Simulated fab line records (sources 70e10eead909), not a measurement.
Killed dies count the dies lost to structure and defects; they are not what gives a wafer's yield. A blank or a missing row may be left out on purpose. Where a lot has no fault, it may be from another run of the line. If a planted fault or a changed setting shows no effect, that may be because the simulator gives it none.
fab line records    flow nand-harc    part 1 of 2: steps 1 to 21 of 37
[record] lots = 5  wafers = 15  last-day = 23
route steps=1159 shown A_CONTACT@861
lots untouched by any fault: they come from a run of this same line in which no faults occurred
start-h: the number of hours between the record's first day and the start of the first shown wafer of the lot    wait-h: hours since the lot's step before    " repeats the value in the row above    L1.1+2: one row covering several wafers at once    - either no value or no given start    * or withheld: withheld    < > ~ a bound
route shown NAME@n: names a module that has steps shown in the file, with the first one's number in the route    usual: the fault-free wafers' mean and standard deviation    same: alike in all rows    chamber/n: place in a boat    sites: readings site by site    _std_site: the values' standard deviation    _edge_site: mean of outer sites minus mean of inner sites    radius-mm: how far each site lies from the wafer's centre    mask NAME#n: copy n    behind: tool/chamber where the wafer was last shaped    hold: what put the lot on hold/how long, in hours/how the hold closed    device: the transistor (n, p or np) that didn't switch    end of line: tests run on the same wafers once the route is complete    step lacking rows: just its recipe    killed: dies lost to structure and defects at the first sort, not the wafer's yield    map: the dies of a wafer, with x for killed, . for not killed, _ for no die there
set.NAME: setting as actually run; set.NAME@STEP: the setting as run at that earlier step    model.NAME: the simulator's own value behind a step, which no gauge read
lots at some steps of the route; a table a step, a row a wafer
services: when a tool's chamber went out of use (start-h, in hours from the record's first day, below 0 if earlier), for how many hours, and the reason
[[steps]]
[step NHARC_A_CONTACT_ETCH_51]
[recipe] target-depth-a = 36000  over-etch-frac = 0.3  time-s = 936  ion-energy-ev = 150  o2-flow-sccm = 400  cos-flow-sccm = 20  ar-flow-sccm = 0  rf-w = 500  bias-w = 300  chemistry = O2/COS
[usual] drypump-motor-current-A = 5.6/0.42  oes-product-au = 0.998/0.0086  rf-vpp-V = 314.8/2  showerhead-plenum-p-Torr = 3.16/0.12  throttle-valve-pct = 28.330/0.0087
lot.wafer  tool         chamber  start-h  wait-h  drypump-motor-current-A  oes-product-au  rf-hours-counter-h  rf-vpp-V  showerhead-plenum-p-Torr  throttle-valve-pct
L074.3     rie-diel-11  0        -        -       5.1                      1.001           1                   310.1     2.94                      28.329
L074.5     "            3        "        "       5.6                      1.003           -                   318.0     3.32                      28.341
L074.6     "            0        "        "       5.1                      0.988           -                   311.6     2.94                      28.323
L076.2     rie-diel-06  0        -        -       5.6                      1.004           36                  310.4     2.91                      28.326
L076.3     "            1        "        "       6.0                      0.989           56                  312.2     3.01                      28.315
L076.5     "            3        "        "       6.1                      1.001           -                   314.9     3.15                      28.328
L081.3     rie-diel-09  2        -        -       6.2                      1.013           48                  315.3     3.17                      28.334
L081.2     "            0        "        "       4.8                      1.005           60                  312.9     3.08                      28.328
L081.6     "            2        "        "       6.2                      1.007           -                   315.4     3.17                      28.326
L093.4     rie-diel-09  3        -        -       6.3                      0.995           6                   315.3     3.15                      28.323
L093.1     "            0        "        "       4.8                      1.005           15                  313.7     3.07                      28.323
L093.2     "            2        "        "       6.2                      0.992           14                  314.1     3.15                      28.325
L092.2     rie-diel-11  2        -        -       5.4                      0.994           21                  316.2     3.23                      28.321
L092.1     "            3        "        "       5.6                      1.003           21                  315.6     3.30                      28.337
L092.5     "            2        "        "       5.4                      1.001           -                   316.3     3.23                      28.328
[step NHARC_A_CONTACT_ETCH_111]
[recipe] source-w = withheld  pressure-mtorr = 20  bias-v = withheld  time-s = 140  target-depth-a = 7000  ar-flow-sccm = withheld  c4f8-flow-sccm = withheld  o2-flow-sccm = withheld  chemistry = C4F8/O2/Ar
lot.wafer  tool             chamber  start-h  wait-h  rf-hours-counter-h
L074.3     har-cap-etch-01  1        378.82   -       -
L074.6     "                1        "        "       -
L074.5     "                0        "        "       -
L076.2     har-cap-etch-01  0        385.62   -       60
L076.3     "                1        "        "       -
L076.5     "                1        "        "       -
L081.2     har-cap-etch-01  0        409.78   -       66
L081.3     "                1        "        "       -
L081.6     "                1        "        "       -
L093.1     har-cap-etch-01  0        474.37   -       78
L093.2     "                1        "        "       78
L093.4     "                1        "        "       -
L092.2     har-cap-etch-03  1        475.15   -       102
L092.1     "                0        "        "       102
L092.5     "                0        "        "       -
[step NHARC_A_CONTACT_ETCH_112]
[recipe] source-w = withheld  pressure-mtorr = 20  bias-v = 3000  time-s = 94  target-depth-a = 9220  ar-flow-sccm = withheld  c4f8-flow-sccm = withheld  o2-flow-sccm = withheld  chemistry = C4F8/O2/Ar
lot.wafer  tool             chamber  start-h  wait-h  rf-hours-counter-h
L074.3     har-cap-etch-01  1        378.98   0.1     -
L074.6     "                1        "        "       -
L074.5     "                0        "        "       -
L076.2     har-cap-etch-01  0        385.82   0.2     60
L076.3     "                1        "        "       -
L076.5     "                1        "        "       -
L081.2     har-cap-etch-01  0        409.97   0.2     66
L081.3     "                1        "        "       -
L081.6     "                1        "        "       -
L093.1     har-cap-etch-01  0        474.57   0.2     78
L093.2     "                1        "        "       78
L093.4     "                1        "        "       -
L092.2     har-cap-etch-03  1        475.35   0.2     102
L092.1     "                0        "        "       102
L092.5     "                0        "        "       -
[step NHARC_A_CONTACT_ETCH_113]
[recipe] source-w = withheld  pressure-mtorr = 20  bias-v = 3000  time-s = 94  target-depth-a = 9220  ar-flow-sccm = withheld  c4f8-flow-sccm = withheld  o2-flow-sccm = withheld  chemistry = C4F8/O2/Ar
lot.wafer  tool             chamber  start-h  wait-h  rf-hours-counter-h
L074.3     har-cap-etch-01  1        379.07   0.1     -
L074.6     "                1        "        "       -
L074.5     "                0        "        "       -
L076.2     har-cap-etch-01  0        385.91   0.1     60
L076.3     "                1        "        "       -
L076.5     "                1        "        "       -
L081.2     har-cap-etch-01  0        410.06   0.1     66
L081.3     "                1        "        "       -
L081.6     "                1        "        "       -
L093.1     har-cap-etch-01  0        474.66   0.1     78
L093.2     "                1        "        "       78
L093.4     "                1        "        "       -
L092.2     har-cap-etch-03  1        475.44   0.1     102
L092.1     "                0        "        "       102
L092.5     "                0        "        "       -
[step NHARC_A_CONTACT_ETCH_114]
[recipe] source-w = withheld  pressure-mtorr = 20  bias-v = 3000  time-s = 94  target-depth-a = 9220  ar-flow-sccm = withheld  c4f8-flow-sccm = withheld  o2-flow-sccm = withheld  chemistry = C4F8/O2/Ar
lot.wafer  tool             chamber  start-h  wait-h  rf-hours-counter-h
L074.3     har-cap-etch-01  1        379.16   0.1     -
L074.6     "                1        "        "       -
L074.5     "                0        "        "       -
L076.2     har-cap-etch-01  0        386.00   0.1     60
L076.3     "                1        "        "       -
L076.5     "                1        "        "       -
L081.2     har-cap-etch-01  0        410.15   0.1     66
L081.3     "                1        "        "       -
L081.6     "                1        "        "       -
L093.1     har-cap-etch-01  0        474.75   0.1     79
L093.2     "                1        "        "       79
L093.4     "                1        "        "       -
L092.2     har-cap-etch-03  1        475.53   0.1     102
L092.1     "                0        "        "       102
L092.5     "                0        "        "       -
[step NHARC_A_CONTACT_ETCH_115]
[recipe] source-w = withheld  pressure-mtorr = 20  bias-v = 3000  time-s = 94  target-depth-a = 9220  ar-flow-sccm = withheld  c4f8-flow-sccm = withheld  o2-flow-sccm = withheld  chemistry = C4F8/O2/Ar
lot.wafer  tool             chamber  start-h  wait-h  rf-hours-counter-h
L074.3     har-cap-etch-01  1        379.25   0.1     -
L074.6     "                1        "        "       -
L074.5     "                0        "        "       -
L076.2     har-cap-etch-01  0        386.09   0.1     60
L076.3     "                1        "        "       -
L076.5     "                1        "        "       -
L081.2     har-cap-etch-01  0        410.24   0.1     66
L081.3     "                1        "        "       -
L081.6     "                1        "        "       -
L093.1     har-cap-etch-01  0        474.84   0.1     79
L093.2     "                1        "        "       79
L093.4     "                1        "        "       -
L092.2     har-cap-etch-03  1        475.62   0.1     102
L092.1     "                0        "        "       102
L092.5     "                0        "        "       -
[step NHARC_A_CONTACT_ETCH_116]
[recipe] source-w = withheld  pressure-mtorr = 20  bias-v = 3000  time-s = 94  target-depth-a = 9220  ar-flow-sccm = withheld  c4f8-flow-sccm = withheld  o2-flow-sccm = withheld  chemistry = C4F8/O2/Ar
lot.wafer  tool             chamber  start-h  wait-h  rf-hours-counter-h
L074.3     har-cap-etch-01  1        379.34   0.1     -
L074.6     "                1        "        "       -
L074.5     "                0        "        "       -
L076.2     har-cap-etch-01  0        386.18   0.1     61
L076.3     "                1        "        "       -
L076.5     "                1        "        "       -
L081.2     har-cap-etch-01  0        410.34   0.1     67
L081.3     "                1        "        "       -
L081.6     "                1        "        "       -
L093.1     har-cap-etch-01  0        474.93   0.1     79
L093.2     "                1        "        "       79
L093.4     "                1        "        "       -
L092.2     har-cap-etch-03  1        475.71   0.1     102
L092.1     "                0        "        "       102
L092.5     "                0        "        "       -
[step NHARC_A_CONTACT_ETCH_117]
[recipe] source-w = withheld  pressure-mtorr = 20  bias-v = 3000  time-s = 94  target-depth-a = 9220  ar-flow-sccm = withheld  c4f8-flow-sccm = withheld  o2-flow-sccm = withheld  chemistry = C4F8/O2/Ar
lot.wafer  tool             chamber  start-h  wait-h  rf-hours-counter-h
L074.3     har-cap-etch-01  1        379.43   0.1     -
L074.6     "                1        "        "       -
L074.5     "                0        "        "       -
L076.2     har-cap-etch-01  0        386.28   0.1     61
L076.3     "                1        "        "       -
L076.5     "                1        "        "       -
L081.2     har-cap-etch-01  0        410.43   0.1     67
L081.3     "                1        "        "       -
L081.6     "                1        "        "       -
L093.1     har-cap-etch-01  0        475.02   0.1     79
L093.2     "                1        "        "       79
L093.4     "                1        "        "       -
L092.2     har-cap-etch-03  1        475.80   0.1     102
L092.1     "                0        "        "       102
L092.5     "                0        "        "       -
[step NHARC_A_CONTACT_ETCH_118]
[recipe] source-w = withheld  pressure-mtorr = 20  bias-v = 3000  time-s = 94  target-depth-a = 9220  ar-flow-sccm = withheld  c4f8-flow-sccm = withheld  o2-flow-sccm = withheld  chemistry = C4F8/O2/Ar
lot.wafer  tool             chamber  start-h  wait-h  rf-hours-counter-h
L074.3     har-cap-etch-01  1        379.52   0.1     -
L074.6     "                1        "        "       -
L074.5     "                0        "        "       -
L076.2     har-cap-etch-01  0        386.37   0.1     61
L076.3     "                1        "        "       -
L076.5     "                1        "        "       -
L081.2     har-cap-etch-01  0        410.52   0.1     67
L081.3     "                1        "        "       -
L081.6     "                1        "        "       -
L093.1     har-cap-etch-01  0        475.11   0.1     79
L093.2     "                1        "        "       79
L093.4     "                1        "        "       -
L092.2     har-cap-etch-03  1        475.89   0.1     102
L092.1     "                0        "        "       102
L092.5     "                0        "        "       -
[step NHARC_A_CONTACT_ETCH_119]
[recipe] source-w = withheld  pressure-mtorr = 20  bias-v = 3000  time-s = 94  target-depth-a = 9220  ar-flow-sccm = withheld  c4f8-flow-sccm = withheld  o2-flow-sccm = withheld  chemistry = C4F8/O2/Ar
lot.wafer  tool             chamber  start-h  wait-h  rf-hours-counter-h
L074.3     har-cap-etch-01  1        379.61   0.1     -
L074.6     "                1        "        "       -
L074.5     "                0        "        "       -
L076.2     har-cap-etch-01  0        386.46   0.1     61
L076.3     "                1        "        "       -
L076.5     "                1        "        "       -
L081.2     har-cap-etch-01  0        410.61   0.1     67
L081.3     "                1        "        "       -
L081.6     "                1        "        "       -
L093.1     har-cap-etch-01  0        475.20   0.1     79
L093.2     "                1        "        "       79
L093.4     "                1        "        "       -
L092.2     har-cap-etch-03  1        475.98   0.1     102
L092.1     "                0        "        "       102
L092.5     "                0        "        "       -
[step NHARC_A_CONTACT_ETCH_120]
[recipe] source-w = withheld  pressure-mtorr = 20  bias-v = 3000  time-s = 94  target-depth-a = 9220  ar-flow-sccm = withheld  c4f8-flow-sccm = withheld  o2-flow-sccm = withheld  chemistry = C4F8/O2/Ar
lot.wafer  tool             chamber  start-h  wait-h  rf-hours-counter-h
L074.3     har-cap-etch-01  1        379.70   0.1     -
L074.6     "                1        "        "       -
L074.5     "                0        "        "       -
L076.2     har-cap-etch-01  0        386.55   0.1     61
L076.3     "                1        "        "       -
L076.5     "                1        "        "       -
L081.2     har-cap-etch-01  0        410.70   0.1     67
L081.3     "                1        "        "       -
L081.6     "                1        "        "       -
L093.1     har-cap-etch-01  0        475.30   0.1     79
L093.2     "                1        "        "       79
L093.4     "                1        "        "       -
L092.2     har-cap-etch-03  1        476.08   0.1     102
L092.1     "                0        "        "       102
L092.5     "                0        "        "       -
[step NHARC_A_CONTACT_ETCH_121]
[recipe] source-w = withheld  pressure-mtorr = 20  bias-v = 3000  time-s = 94  target-depth-a = 9220  ar-flow-sccm = withheld  c4f8-flow-sccm = withheld  o2-flow-sccm = withheld  chemistry = C4F8/O2/Ar
lot.wafer  tool             chamber  start-h  wait-h  rf-hours-counter-h
L074.3     har-cap-etch-01  1        379.79   0.1     -
L074.6     "                1        "        "       -
L074.5     "                0        "        "       -
L076.2     har-cap-etch-01  0        386.64   0.1     61
L076.3     "                1        "        "       -
L076.5     "                1        "        "       -
L081.2     har-cap-etch-01  0        410.79   0.1     67
L081.3     "                1        "        "       -
L081.6     "                1        "        "       -
L093.1     har-cap-etch-01  0        475.39   0.1     79
L093.2     "                1        "        "       79
L093.4     "                1        "        "       -
L092.2     har-cap-etch-03  1        476.17   0.1     102
L092.1     "                0        "        "       102
L092.5     "                0        "        "       -
[step NHARC_A_CONTACT_ETCH_122]
[recipe] source-w = withheld  pressure-mtorr = 20  bias-v = 3000  time-s = 95  target-depth-a = 9300  ar-flow-sccm = withheld  c4f8-flow-sccm = withheld  o2-flow-sccm = withheld  chemistry = C4F8/O2/Ar
lot.wafer  tool             chamber  start-h  wait-h  rf-hours-counter-h
L074.3     har-cap-etch-01  1        379.88   0.1     -
L074.6     "                1        "        "       -
L074.5     "                0        "        "       -
L076.2     har-cap-etch-01  0        386.73   0.1     61
L076.3     "                1        "        "       -
L076.5     "                1        "        "       -
L081.2     har-cap-etch-01  0        410.91   0.1     67
L081.3     "                1        "        "       -
L081.6     "                1        "        "       -
L093.1     har-cap-etch-01  0        475.48   0.1     79
L093.2     "                1        "        "       79
L093.4     "                1        "        "       -
L092.2     har-cap-etch-03  1        476.26   0.1     102
L092.1     "                0        "        "       102
L092.5     "                0        "        "       -
[step NHARC_A_CONTACT_ETCH_123]
[recipe] source-w = withheld  pressure-mtorr = 20  bias-v = 400  time-s = 253  target-depth-a = 10900  ar-flow-sccm = withheld  c4f8-flow-sccm = 11.5  o2-flow-sccm = 7.2  chemistry = C4F8/O2/Ar
lot.wafer  tool             chamber  start-h  wait-h  rf-hours-counter-h
L074.3     har-cap-etch-01  1        380.05   0.2     -
L074.6     "                1        "        "       -
L074.5     "                0        "        "       -
L076.2     har-cap-etch-01  0        386.82   0.1     61
L076.3     "                1        "        "       -
L076.5     "                1        "        "       -
L081.2     har-cap-etch-01  0        411.09   0.2     67
L081.3     "                1        "        "       -
L081.6     "                1        "        "       -
L093.1     har-cap-etch-01  0        475.57   0.1     79
L093.2     "                1        "        "       79
L093.4     "                1        "        "       -
L092.2     har-cap-etch-03  1        476.35   0.1     103
L092.1     "                0        "        "       103
L092.5     "                0        "        "       -
[step NHARC_A_CONTACT_ETCH_90]
[recipe] target-depth-a = 400  over-etch-frac = 0.5  time-s = 85.7  ion-energy-ev = 120  ch3f-flow-sccm = 50  o2-flow-sccm = 30  ar-flow-sccm = 200  rf-w = 500  bias-w = 100  chemistry = CH3F/O2
[usual] drypump-motor-current-A = 5.6/0.37  oes-product-au = 0.95/0.033  rf-vpp-V = 244.9/1.7  showerhead-plenum-p-Torr = 2.49/0.1  throttle-valve-pct = 20.663/0.0089
lot.wafer  tool         chamber  start-h  wait-h  drypump-motor-current-A  oes-product-au  rf-hours-counter-h  rf-vpp-V  showerhead-plenum-p-Torr  throttle-valve-pct
L074.3     rie-diel-11  0        380.57   0.5     5.1                      0.92            1                   242.1     2.32                      20.669
L074.5     "            2        "        "       5.4                      0.92            -                   246.1     2.55                      20.659
L074.6     "            3        "        "       5.6                      0.92            -                   245.7     2.61                      20.669
L076.2     rie-diel-06  1        387.53   0.7     6.0                      0.91            57                  242.6     2.37                      20.676
L076.3     "            0        "        "       5.6                      0.93            37                  242.5     2.28                      20.660
L076.5     "            2        "        "       5.0                      0.93            -                   244.6     2.50                      20.670
L081.3     rie-diel-11  1        411.73   0.5     5.7                      1.00            9                   244.9     2.55                      20.669
L081.2     "            3        "        "       5.6                      1.00            9                   245.2     2.61                      20.638
L081.6     "            1        "        "       5.7                      0.99            -                   246.8     2.55                      20.666
L093.2     rie-diel-11  1        476.18   0.5     5.7                      1.01            22                  245.4     2.54                      20.659
L093.4     "            2        "        "       5.4                      1.00            22                  245.4     2.54                      20.658
L093.1     "            3        "        "       5.6                      1.01            22                  247.2     2.61                      20.669
L092.2     rie-diel-11  2        476.97   0.6     5.4                      0.93            22                  245.6     2.54                      20.654
L092.1     "            3        "        "       5.5                      0.92            22                  247.2     2.61                      20.663
L092.5     "            1        "        "       5.7                      0.93            -                   245.2     2.54                      20.679
[step NHARC_A_CONTACT_ETCH_96]
[recipe] target-depth-a = 200  over-etch-frac = 0.5  time-s = 10  ion-energy-ev = 250  c4f6-flow-sccm = 25  o2-flow-sccm = 20  ar-flow-sccm = 500  rf-w = 600  bias-w = 500  chemistry = C4F6/O2
[usual] drypump-motor-current-A = 5.6/0.38  oes-product-au = 0.969/0.023  rf-vpp-V = 548/3.3  showerhead-plenum-p-Torr = 3.98/0.15  throttle-valve-pct = 26.903/0.0096
lot.wafer  tool         chamber  start-h  wait-h  drypump-motor-current-A  oes-product-au  rf-hours-counter-h  rf-vpp-V  showerhead-plenum-p-Torr  throttle-valve-pct
L074.3     rie-diel-11  1        -        -       5.8                      0.944           1                   551       4.06                      26.905
L074.5     "            1        "        "       5.7                      0.943           -                   550       4.06                      26.908
L074.6     "            2        "        "       5.5                      0.938           -                   551       4.06                      26.919
L076.3     rie-diel-06  0        -        -       5.6                      0.963           37                  541       3.66                      26.897
L076.2     "            2        "        "       5.0                      0.976           54                  552       3.98                      26.911
L076.5     "            0        "        "       5.6                      0.960           -                   540       3.66                      26.908
L081.3     rie-diel-11  1        -        -       5.7                      1.007           9                   550       4.05                      26.917
L081.2     "            2        "        "       5.4                      0.992           9                   549       4.06                      26.922
L081.6     "            1        "        "       5.7                      0.999           -                   550       4.05                      26.907
L093.4     rie-diel-11  1        -        -       5.7                      1.007           22                  548       4.05                      26.907
L093.2     "            2        "        "       5.4                      1.002           22                  549       4.05                      26.888
L093.1     "            3        "        "       5.6                      1.006           22                  551       4.14                      26.903
L092.2     rie-diel-11  1        -        -       5.7                      0.960           22                  548       4.05                      26.909
L092.1     "            0        "        "       5.1                      0.943           23                  541       3.70                      26.913
L092.5     "            1        "        "       5.7                      0.952           -                   550       4.05                      26.890
[step NHARC_A_CONTACT_CD_MEAS_53]
[usual] cd-nm = 189.6/0.85
lot.wafer  tool       chamber  start-h  wait-h  cd-nm
L074.3     cd-sem-01  -        380.77   -       188.5
L074.5     "          -        "        "       188.3
L074.6     "          -        "        "       188.2
L076.2     cd-sem-02  -        387.76   -       188.9
L076.3     "          -        "        "       188.7
L076.5     "          -        "        "       188.6
L081.2     cd-sem-02  -        411.99   -       190.1
L081.3     "          -        "        "       189.7
L081.6     "          -        "        "       190.1
L093.1     cd-sem-01  -        476.39   -       189.9
L093.2     "          -        "        "       190.0
L093.4     "          -        "        "       189.8
L092.1     cd-sem-03  -        477.18   -       189.9
L092.2     "          -        "        "       189.9
L092.5     "          -        "        "       189.7
[step NHARC_A_CONTACT_STRIP_99]
[recipe] n2-flow-sccm = 150  h2-flow-sccm = 150  ar-flow-sccm = 0  bias-w = 0  chemistry = N2/H2
lot.wafer   tool         chamber  start-h  wait-h
L074.3+6+5  rie-diel-06  0,0,1    380.84   0.1
L076.2+3+5  rie-diel-11  1,2,3    387.85   0.1
L081.3+2+6  rie-diel-11  2,3,1    412.09   0.1
L093.2+4+1  rie-diel-06  1,2,3    476.47   0.1
L092.1+2+5  rie-diel-11  3,1,0    477.25   0.1
[step NHARC_A_CONTACT_STRIP_100]
[recipe] cf4-flow-sccm = 100  chf3-flow-sccm = 30  ar-flow-sccm = 0  bias-w = 0  chemistry = CF4/CHF3
lot.wafer   tool         chamber  start-h  wait-h
L074.3+6+5  rie-diel-06  3,0,1    380.96   0.1
L076.2+3+5  rie-diel-11  2,3,2    387.92   0.1
L081.2+3+6  rie-diel-11  0,1,1    412.17   0.1
L093.1+4+2  rie-diel-06  3,0,1    476.56   0.1
L092.1+2+5  rie-diel-11  0,1,3    477.35   0.1
[step NHARC_A_CONTACT_STRIP_101]
[recipe] o2-flow-sccm = 400  cos-flow-sccm = 20  ar-flow-sccm = 0  bias-w = 0  chemistry = O2/COS
lot.wafer   tool         chamber  start-h  wait-h
L074.3+6+5  rie-diel-06  3,0,1    381.03   0.1
L076.2+3+5  rie-diel-11  1,0,1    387.98   0.1
L081.3+2+6  rie-diel-11  3,0,2    412.23   0.1
L093.1+4+2  rie-diel-06  2,0,1    476.68   0.1
L092.2+1+5  rie-diel-11  3,0,1    477.42   0.1
[step NHARC_A_CONTACT_ETCH_102]
[recipe] target-depth-a = 700  overetch-a = 70  time-s = 38.5  ion-energy-ev = 100  cf4-flow-sccm = 80  o2-flow-sccm = 20  ar-flow-sccm = 0  rf-w = 300  bias-w = 100  chemistry = CF4/O2
[usual] drypump-motor-current-A = 5.6/0.4  oes-product-au = 0.999/0.0085  rf-vpp-V = 198.1/1.4  showerhead-plenum-p-Torr = 1.35/0.055  throttle-valve-pct = 13.397/0.0088
lot.wafer  tool         chamber  start-h  wait-h  drypump-motor-current-A  oes-product-au  rf-hours-counter-h  rf-vpp-V  showerhead-plenum-p-Torr  throttle-valve-pct
L074.3     rie-diel-06  3        381.18   0.1     6.1                      1.006           45                  198.1     1.35                      13.400
L074.6     "            0        "        "       5.6                      1.010           -                   196.6     1.24                      13.407
L074.5     "            3        "        "       6.1                      1.007           -                   198.8     1.35                      13.399
L076.2     rie-diel-11  0        388.04   0.1     5.1                      0.998           3                   197.3     1.26                      13.393
L076.3     "            2        "        "       5.4                      0.991           4                   199.3     1.39                      13.396
L076.5     "            0        "        "       5.1                      1.002           -                   196.4     1.26                      13.394
L081.2     rie-diel-11  0        412.31   0.1     5.1                      0.998           9                   195.5     1.25                      13.400
L081.3     "            2        "        "       5.4                      0.990           9                   198.4     1.38                      13.400
L081.6     "            0        "        "       5.1                      0.996           -                   195.6     1.25                      13.410
L093.2     rie-diel-06  2        476.74   0.0     5.0                      0.994           23                  198.7     1.35                      13.388
L093.1     "            3        "        "       6.1                      1.000           22                  197.3     1.34                      13.399
L093.4     "            1        "        "       6.0                      0.982           24                  195.8     1.28                      13.403
L092.2     rie-diel-11  0        477.47   0.1     5.1                      0.998           23                  195.7     1.25                      13.395
L092.1     "            2        "        "       5.4                      1.011           22                  198.8     1.38                      13.380
L092.5     "            0        "        "       5.1                      1.001           -                   195.9     1.25                      13.391
